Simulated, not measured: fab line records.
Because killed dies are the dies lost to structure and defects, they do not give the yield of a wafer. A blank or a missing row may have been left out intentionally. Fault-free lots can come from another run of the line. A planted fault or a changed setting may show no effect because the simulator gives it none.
Which tool is to blame?    flow nand-harc    Sampling: 11 lots, 33 wafers, 5 of 1159 route steps

WHAT EACH GAUGE READ, for each wafer
NHARC_END_SORT_01.
lot   measured      on         killed-at-array
L952  day 23 14:38  prober-02  33 669 664
L954  day 23 15:29  prober-01  31 643 670
L958  day 25 03:05  prober-01  37 45 50

EACH LOT AND THE TOOL THAT RAN IT (in order: tool; ch and the chambers of the sampled wafers; start)
lot   NHARC_A_STAIRCASE_STRIP_475                    NHARC_A_STAIRCASE_DEP_471        NHARC_A_SGD_CUT_ETCH_59             NHARC_A_SGD_CUT_STRIP_17
L938  rie-diel-05 ch 0,3, day 14 16:14 or earlier    pecvd-01 ch 1,2, day 14 16:14    rie-diel-13 ch 1,2,3, day 14 18:08  rie-diel-13 ch 1,2, no start
L941  rie-diel-10 ch 0,2,3, day 15 00:20 or earlier  pecvd-04 ch 0,2, day 15 00:20    rie-diel-12 ch 0,1,3, day 15 02:14  rie-diel-12 ch 2,3, no start
L942  rie-diel-10 ch 0,1, day 15 00:47 or earlier    pecvd-04 ch 0,2, day 15 00:47    rie-diel-13 ch 0,1, day 15 02:31    rie-diel-13 ch 0,3, no start
L947  rie-diel-05 ch 0,1,3, day 16 01:04 or earlier  pecvd-01 ch 0,1,2, day 16 01:04  rie-diel-02 ch 0,1,2, day 16 02:52  rie-diel-02 ch 0,1,2, no start
L945  rie-diel-05 ch 0,1,3, day 16 01:20             pecvd-02 ch 0,1,2, day 16 01:29  rie-diel-12 ch 0,2, day 16 03:13    rie-diel-12 ch 0,2, no start
L946  rie-diel-05 ch 0,1,3, day 16 12:48             pecvd-01 ch 0,2, day 16 12:55    rie-diel-13 ch 1,2,3, day 16 14:44  rie-diel-13 ch 0,2,3, no start
L952  rie-diel-05 ch 1,2,3, day 17 20:47 or earlier  pecvd-01 ch 0,1,2, day 17 20:47  rie-diel-13 ch 1,2, day 17 22:35    rie-diel-13 ch 0,1,2, day 23 14:38 or earlier
L954  rie-diel-10 ch 1,3, day 18 13:16               pecvd-04 ch 1,2, day 18 13:21    rie-diel-13 ch 0,1, day 18 15:11    rie-diel-13 ch 0,1, day 23 15:29 or earlier
L953  rie-diel-05 ch 2,3, day 18 13:45 or earlier    pecvd-04 ch 0,1,2, day 18 13:45  rie-diel-12 ch 1,2,3, day 18 15:34  rie-diel-12 ch 0,3, no start
L958  rie-diel-06 ch 2,3, day 18 21:37 or earlier    pecvd-04 ch 0,1,2, day 18 21:37  rie-diel-02 ch 0,2,3, day 18 23:24  rie-diel-02 ch 0,1,2, day 25 03:05 or earlier
L959  rie-diel-06 ch 2,3, day 19 19:10 or earlier    pecvd-02 ch 0,2, day 19 19:10    rie-diel-02 ch 1,2, day 19 20:58    rie-diel-02 ch 0,2,3, no start
- NHARC_A_STAIRCASE_STRIP_475: strips in O2, time 20 s.
- NHARC_A_STAIRCASE_DEP_471: deposits SiO2, target thk 100 nm.
- NHARC_A_SGD_CUT_ETCH_59: etches the open film in N2/H2, target depth 260 nm, time 406.25 s.
- NHARC_A_SGD_CUT_STRIP_17: strips in O2.

THE ANSWER, worked out from the rows above alone
Rule: the usual values come from the lots themselves. The widest of any qualifying gaps counts: lots, ordered by their means at a reading, are off when they make up no more than a third of the lots, leave a main group of 4 or more, and stand apart from it by 3 or more times the standard deviation of that group's means. Not used: any main group whose means are identical at the precision the tables above print for the reading. A lot without any number at a reading at which 4 lots or more have one is off too. The other lots that the step has rows for count as sound.
No lot is off at any reading shown: from this, nothing can be told.

WHAT HAD BEEN PUT IN BY THE SIMULATOR
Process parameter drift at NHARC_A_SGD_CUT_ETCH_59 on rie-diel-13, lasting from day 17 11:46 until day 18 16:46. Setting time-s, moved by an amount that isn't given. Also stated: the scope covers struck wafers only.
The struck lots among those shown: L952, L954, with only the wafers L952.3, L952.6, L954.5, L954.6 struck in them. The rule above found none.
